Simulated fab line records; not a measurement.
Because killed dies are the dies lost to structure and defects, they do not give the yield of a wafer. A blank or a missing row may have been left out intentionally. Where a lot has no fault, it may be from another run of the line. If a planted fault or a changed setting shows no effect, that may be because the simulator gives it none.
Split-lot experiment ; flow n5 finfet ; 21 wafers read across 7 lots, on a route 1938 steps long

== THE SPLIT ==
At N5_BEOL_M1_TRENCH_ETCH_37 (etches SiOC in C4F6/O2, target depth 55.207 nm, time 29 s), the setting bias w was moved away from the recipe's 185 W on 4 of the 21 wafers read, by -17.5% to +15.4%. The other wafers ran this setting at the recipe's value.

Reading taken at the split's own step.

== THE READING ==
rf vpp V, in V, at N5_BEOL_M1_TRENCH_ETCH_37 (etches SiOC in C4F6/O2, target depth 55.207 nm, time 29 s). A value of 668 V with a standard deviation of 5.9 V is what fault-free wafers of this fab line usually give.

wafer;tool, chamber at the split;bias w as run, W;against the recipe;rf vpp V, V;against lot-mates on the recipe
L077.1;rie diel-05, 0;185;recipe;661;-
L077.3;rie diel-05, 2;185;recipe;674;-
L077.5;rie diel-05, 3;152.6;-17.5%;573;-94
L082.1;rie diel-05, 0;185;recipe;661;-
L082.3;rie diel-05, 1;185;recipe;664;-
L082.5;rie diel-05, 2;185;recipe;675;-
L087.2;rie diel-01, 3;163.1;-11.8%;605;-58
L087.3;rie diel-01, 1;185;recipe;659;-
L087.5;rie diel-01, 3;185;recipe;668;-
L092.3;rie diel-02, 1;185;recipe;666;-
L092.4;rie diel-02, 3;185;recipe;666;-
L092.6;rie diel-02, 2;185;recipe;667;-
L094.1;rie diel-05, 3;185;recipe;668;-
L094.3;rie diel-05, 2;185;recipe;675;-
L094.4;rie diel-05, 1;185;recipe;664;-
L095.1;rie diel-01, 0;185;recipe;671;-
L095.2;rie diel-01, 1;185;recipe;659;-
L095.3;rie diel-01, 3;185;recipe;667;-
L097.3;rie diel-01, 3;213.5;+15.4%;747;+87
L097.4;rie diel-01, 1;185;recipe;660;-
L097.6;rie diel-01, 3;213.5;+15.4%;748;+88

FIT RESULTS
A straight line over all 21 wafers: rf vpp V changes by +5.28 V for each +1% of bias w; r = +0.99; the points scatter about the line by 4.9 V.
The same after taking each lot's own level away (the mean of its wafers on the recipe; 21 wafers): +5.47 V for each +1%; r = +0.99; scatter 4.7 V.
The reading moves by 96 V for the largest change in bias w, on that fit.
From 660.0 to 669.0 V: that is the span of the lots' own levels, equal to 1.5 times the standard deviation above.
Consequently the slope shifts little with the lot-to-lot level, the two slopes agreeing.
Check: with one of the wafers moved furthest among these (-17.5%) left out of the fit, the line predicts -95.6 V for it against its lot-mates. Against them it came out at -94.5 V.
Tool readings at the split's step, against how far the setting was moved: rf vpp V r = +0.99.

== THE OTHER SPLITS THESE WAFERS WENT THROUGH ==
Other splits were also applied to these wafers ahead of the reading. Each is held against what the fit with the lots' levels taken away leaves over:
other split on the same wafers;wafers away from the commonest value;r with rf vpp V (lot level and that fit taken away)
N5_BEOL_M1_COAT_61 spin rpm;6;-0.06
N5_BEOL_M1_ETCH_77 source w;10;-0.01

== THE WHOLE CHAIN: every reading that the file lists as answering this split, in the file's order ==
step;what it does;reading;change (the file's fit);r (the file's)
N5_BEOL_M1_TRENCH_ETCH_37;etches SiOC in C4F6/O2, target depth 55.207 nm, time 29 s;rf vpp V;+5.41 V for each +1% of the setting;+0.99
N5_BEOL_M1_TRENCH_ETCH_37;etches SiOC in C4F6/O2, target depth 55.207 nm, time 29 s;etch.depth nm (the simulator's own value, which no gauge read);+0.191 nm for each +1% of the setting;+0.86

== THE FILE'S OWN FIT ==
rf vpp V changes by +5.41 V for each +1% of bias w, r = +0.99.
